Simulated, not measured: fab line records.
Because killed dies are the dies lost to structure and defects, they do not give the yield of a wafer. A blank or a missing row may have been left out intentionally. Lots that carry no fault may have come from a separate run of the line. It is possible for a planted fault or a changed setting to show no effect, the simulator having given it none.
A lot that was struck, set against a sound lot / flow nandHarc / 14 steps out of a route of 1159
Sound: wafers L641.2, L641.3, L641.4. Struck: wafer L660.6 (L660.3, L660.5, from the same lot, were not struck and are left out); the cause is given at the end.
At each step with rows: each side's tool, then ch and its chambers, then its first start. Under that, the readings that differ: sound wafers / struck wafers / difference of the means / sigmas: that difference in standard deviations of wafers without a fault.
alike: readings with means less than 2 such deviations apart, plus words and numbers identical on both sides. not compared: withheld readings, readings lacking a value on some wafer, bounds such as >300 that could conceal the same value, and numbers that have no deviation in the record and whose values overlap.
Wherever a step has rows on one side only, a row that says differs or no value, or a row with sigmas, the two part there. When numbers do not overlap yet have no deviation, they are printed without sigmas and do not part them. A reading that every wafer of one side lacks parts them only if that side has two wafers or more.

first, 8 steps without rows for these wafers: NHARC_THIN_TSV_DEHYDRATE_25 (time 120 s); NHARC_THIN_TSV_HMDS_26 (time 30 s); NHARC_THIN_TSV_COAT_27; NHARC_THIN_TSV_SOFTBAKE_28 (time 95 s); NHARC_THIN_TSV_EBR_29; NHARC_THIN_TSV_EXPOSE_30 (exposes mask PAD); NHARC_THIN_TSV_PEB_31 (peb time 85 s); NHARC_THIN_TSV_DEVELOP_32 (time 70 s).
NHARC_THIN_TSV_CD_MEAS_33: the cd target is 5000 nm.
  sound on cdSem-02 ch 0, day 20 04:47; struck on cdSem-03 ch 0, day 24 06:56
reading=cdNm (nm); sound=4996.5 5000.4 4996.3; struck=5003.2; difference=+5.5; sigmas=+3
then, 1 step without rows for these wafers: NHARC_THIN_TSV_HARDBAKE_34 (time 80 s).
NHARC_THIN_TSV_DESCUM_35: chemistry O2, time 3 s.
  sound on rieDiel-05 ch 0,1,3, day 20 04:57; struck on rieDiel-04 ch 2, day 24 07:05
  alike: chamberPressureMTorr, drypumpMotorCurrentA, oesProductAu, rfVppV, showerheadPlenumPTorr, throttleValvePct
  not compared: rfHoursCounterH
NHARC_THIN_TSV_ETCH_59: etches the open film in Cl2/BCl3, target depth 880 nm, time 138.1 s.
  sound on rieMetal-02 ch 0,1, day 20 05:05; struck on rieMetal-02 ch 1, day 24 07:19
  alike: chamberPressureMTorr, drypumpMotorCurrentA, oesProductAu, runLengthS, throttleValvePct
  not compared: rfHoursCounterH
NHARC_THIN_TSV_ETCH_36: etches the open film in Cl2/BCl3, target depth 65 nm, time 18.571 s.
  sound on rieMetal-02 ch 0,1, day 20 05:21; struck on rieMetal-02 ch 0, day 24 07:29
reading=runLengthS (s); sound=39.9 39.6 40.1; struck=35.4; difference=-4.5; sigmas=-12
  alike: chamberPressureMTorr, drypumpMotorCurrentA, oesProductAu
  not compared: rfHoursCounterH
NHARC_THIN_TSV_STRIP_56: strips in O2.
  sound on plasmaAsher-01 ch 0,1, day 20 06:37; struck on plasmaAsher-02 ch 0, day 24 07:40
  alike: drypumpMotorCurrentA, heaterPowerW, tempC
  not compared: rfHoursCounterH

== WHERE THEY PART ==
At NHARC_THIN_TSV_CD_MEAS_33 first; at NHARC_THIN_TSV_ETCH_36 last (within this record only). Later steps at which nothing parts them and some readings are alike: NHARC_THIN_TSV_STRIP_56.

WHY: what had been put in by the simulator
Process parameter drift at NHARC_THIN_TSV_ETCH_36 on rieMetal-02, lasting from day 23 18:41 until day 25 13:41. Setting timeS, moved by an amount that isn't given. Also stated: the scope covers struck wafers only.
